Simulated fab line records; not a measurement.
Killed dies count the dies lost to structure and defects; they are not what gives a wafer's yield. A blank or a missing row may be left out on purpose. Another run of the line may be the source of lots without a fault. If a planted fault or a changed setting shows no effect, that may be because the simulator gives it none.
fab line records ; flow nand_harc
record lots=6; wafers=18; last_day=32
route steps=1302 shown P_M0@282 P_M1@285
lots untouched by any fault: they come from a run of this same line in which no faults occurred
start_h: start of the lot's first displayed wafer, in hours after the record's first day ; wait_h: hours since the lot's step before ; " as in the row above ; L1.1+2: several wafers, shown together as one row ; - either no value or no given start ; * or withheld: withheld ; < > ~ a bound
route shown NAME@n: a module of which the file shows steps, and the number in the route of the first ; usual: average and standard deviation across the fault-free wafers ; same: alike in all rows ; chamber/n: place in a boat ; sites: each site's reading ; _std_site: the values' standard deviation ; _edge_site: outer sites' mean less inner sites' ; radius_mm: how far each site lies from the wafer's centre ; mask NAME#n: copy n ; behind: the most recent tool/chamber to have shaped the wafer ; hold: what put the lot on hold/how long, in hours/how the hold closed ; device: the n, p or np transistor that did not switch ; end of line: tests of these same wafers at the route's end ; a step with no rows: only its recipe ; killed: dies that structure and defects cost at the first sort, which is not the same as the wafer's yield ; map: the dies of a wafer, with x for killed, . for not killed, _ for no die there
set.NAME: the setting the step ran with; set.NAME@STEP: the setting that earlier step ran with ; model.NAME: the simulator's own value behind a step, which no gauge read
a table for each step, a row for each wafer; lots at some steps of the route
services: a tool's chamber out of use, with start hour (start_h, from the record's first day; less than 0 if before it), hours out, and reason
## steps
# step NHARC_P_M0_INSPECT_27
# usual raw_defect_count=302/120
lot.wafer;tool;chamber;start_h;wait_h;raw_defect_count
L643.2;defect_inspect-01;-;187.34;0.0;278
L643.4;defect_inspect-01;-;187.34;0.0;176
L643.6;defect_inspect-01;-;187.34;0.0;176
L645.2;defect_inspect-01;-;207.17;0.0;344
L645.4;defect_inspect-01;-;207.17;0.0;251
L645.6;defect_inspect-01;-;207.17;0.0;404
L646.1;defect_inspect-02;-;225.03;0.0;197
L646.3;defect_inspect-02;-;225.03;0.0;208
L646.4;defect_inspect-02;-;225.03;0.0;190
L656.3;defect_inspect-01;-;313.34;0.0;582
L656.4;defect_inspect-01;-;313.34;0.0;370
L656.6;defect_inspect-01;-;313.34;0.0;463
L658.4;defect_inspect-02;-;332.44;0.0;186
L658.5;defect_inspect-02;-;332.44;0.0;216
L658.6;defect_inspect-02;-;332.44;0.0;173
L659.2;defect_inspect-02;-;342.74;0.0;397
L659.5;defect_inspect-02;-;342.74;0.0;294
L659.6;defect_inspect-02;-;342.74;0.0;265
# step NHARC_P_M0_PRE_CLEAN_31
# recipe time_s=12; temp_c=370; rf_power_w=300; gas=NH3
# usual heater_power_w=630/69
lot.wafer;tool;chamber;start_h;wait_h;heater_power_w
L643.2;pecvd-01;2;187.41;0.1;503
L643.4;pecvd-01;0;187.41;0.1;721
L643.6;pecvd-01;2;187.41;0.1;514
L645.2;pecvd-04;2;207.26;0.1;631
L645.6;pecvd-04;1;207.26;0.1;529
L645.4;pecvd-04;2;207.26;0.1;607
L646.1;pecvd-01;2;225.11;0.1;611
L646.3;pecvd-01;0;225.11;0.1;690
L646.4;pecvd-01;1;225.11;0.1;677
L656.3;pecvd-03;2;313.41;0.1;657
L656.4;pecvd-03;1;313.41;0.1;588
L656.6;pecvd-03;0;313.41;0.1;618
L658.6;pecvd-01;2;332.54;0.1;574
L658.5;pecvd-01;0;332.54;0.1;592
L658.4;pecvd-01;1;332.54;0.1;545
L659.2;pecvd-01;1;342.82;0.1;631
L659.5;pecvd-01;1;342.82;0.1;614
L659.6;pecvd-01;2;342.82;0.1;582
# step NHARC_P_M0_DEP_32
# recipe target_thk_a=300; temp_c=370; target_thk_nm=30; pressure_torr=3; flow_sccm=200; rf_w=450; material=SiCN
# usual heater_power_w=574/75
lot.wafer;tool;chamber;start_h;wait_h;heater_power_w
L643.2;pecvd-01;2;187.53;0.1;547
L643.4;pecvd-01;0;187.53;0.1;643
L643.6;pecvd-01;2;187.53;0.1;563
L645.2;pecvd-04;2;207.40;0.1;524
L645.6;pecvd-04;1;207.40;0.1;533
L645.4;pecvd-04;2;207.40;0.1;539
L646.1;pecvd-01;2;225.21;0.1;469
L646.3;pecvd-01;0;225.21;0.1;629
L646.4;pecvd-01;1;225.21;0.1;504
L656.3;pecvd-03;2;313.52;0.1;559
L656.4;pecvd-03;1;313.52;0.1;464
L656.6;pecvd-03;0;313.52;0.1;654
L658.6;pecvd-01;2;332.71;0.2;469
L658.5;pecvd-01;0;332.71;0.2;656
L658.4;pecvd-01;1;332.71;0.2;488
L659.2;pecvd-01;1;342.93;0.1;506
L659.5;pecvd-01;1;342.93;0.1;517
L659.6;pecvd-01;2;342.93;0.1;510
# step NHARC_P_M1_DEP_00
# recipe target_thk_a=1825; target_thk_nm=182.5; temp_c=withheld; pressure_torr=5; flow_sccm=200; rf_w=600; material=SiOC
# step NHARC_P_M1_DEHYDRATE_01
# recipe temp_c=150; time_s=120
# step NHARC_P_M1_HMDS_02
# recipe time_s=30
# step NHARC_P_M1_COAT_34
# recipe temp_c=200; time_s=65
# step NHARC_P_M1_COAT_03
# recipe spin_rpm=1500; resist_thk_nm=90
# step NHARC_P_M1_SOFTBAKE_04
# recipe temp_c=105; time_s=55
# step NHARC_P_M1_EBR_05
# step NHARC_P_M1_EXPOSE_06
# recipe na=1.35; target_cd_nm=130; dose_mj=81.88; mask_id=P_M1
# step NHARC_P_M1_PEB_07
# recipe peb_temp_c=100; peb_time_s=65
# usual chill_plate_temp_C=23.01/0.1; exhaust_pa=45.0/0.93
lot.wafer;tool;chamber;start_h;wait_h;chill_plate_temp_C;exhaust_pa
L643.2;litho_track-04;0;189.09;0.1;23.09;43.6
L643.4;litho_track-04;0;189.09;0.1;23.13;43.0
L643.6;litho_track-04;0;189.09;0.1;23.05;44.7
L645.2;litho_track-06;-;208.48;0.1;-;-
L645.4;litho_track-06;-;208.48;0.1;-;-
L645.6;litho_track-06;-;208.48;0.1;-;-
L646.1;litho_track-06;-;226.34;0.1;-;-
L646.3;litho_track-06;-;226.34;0.1;-;-
L646.4;litho_track-06;-;226.34;0.1;-;-
L656.3;litho_track-01;0;314.50;0.0;23.20;44.2
L656.4;litho_track-01;0;314.50;0.0;22.96;42.9
L656.6;litho_track-01;0;314.50;0.0;23.04;43.6
L658.4;litho_track-04;0;333.63;0.0;22.98;43.3
L658.5;litho_track-04;0;333.63;0.0;22.92;45.4
L658.6;litho_track-04;0;333.63;0.0;22.93;43.2
L659.2;litho_track-06;0;343.92;0.1;22.84;46.4
L659.5;litho_track-06;0;343.92;0.1;22.90;44.4
L659.6;litho_track-06;0;343.92;0.1;22.92;45.1
# step NHARC_P_M1_DEVELOP_08
# recipe develop_time_s=35; dev_temp_c=23
## services
tool;chamber;start_h;hours;kind
litho_track-06;-;179.00;7.0;pm
pecvd-03;-;185.00;13.0;pm
pecvd-03;0;185.00;13.0;vent_cycle
pecvd-03;1;185.00;13.0;vent_cycle
pecvd-03;2;185.00;13.0;vent_cycle
pecvd-03;0;198.00;-;clean
pecvd-03;1;198.00;-;clean
pecvd-03;2;198.00;-;clean
pecvd-01;1;201.88;6.4;repair
litho_track-04;-;203.00;7.0;pm
pecvd-01;-;255.51;1.1;repair
pecvd-04;-;269.00;13.0;pm
pecvd-04;0;269.00;13.0;vent_cycle
pecvd-04;1;269.00;13.0;vent_cycle
pecvd-04;2;269.00;13.0;vent_cycle
pecvd-04;0;282.00;-;clean
pecvd-01;-;311.00;13.0;pm
pecvd-01;0;311.00;13.0;vent_cycle
pecvd-01;1;311.00;13.0;vent_cycle
pecvd-01;2;311.00;13.0;vent_cycle
pecvd-01;0;324.00;-;clean
pecvd-01;1;324.00;-;clean
pecvd-01;2;324.00;-;clean
litho_track-01;-;330.00;7.0;pm
## key
first_sign step=NHARC_P_M1_PEB_07; reading=tool_record; direction=missing
effect none on later readings
met_at NHARC_P_M1_PEB_07
struck_wafers L645.2,L645.4,L645.6,L646.1,L646.3,L646.4
later_rows_left_out L645.2,L645.4,L645.6,L646.1,L646.3,L646.4
sort_left_out L645.2,L645.4,L645.6,L646.1,L646.3,L646.4
fault kind=skipped_step_whole; tool=litho_track-06; chamber=-; onset_h=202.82; steps=NHARC_P_M1_PEB_07; scope=struck_lots_only
# sort_left_out: the simulated sort isn't trusted on such a fault, so these wafers' sort isn't shown, and their yield isn't known
# later_rows_left_out: the simulator's readings of these wafers behind a module that went badly wrong aren't trusted and aren't shown, but for the sort
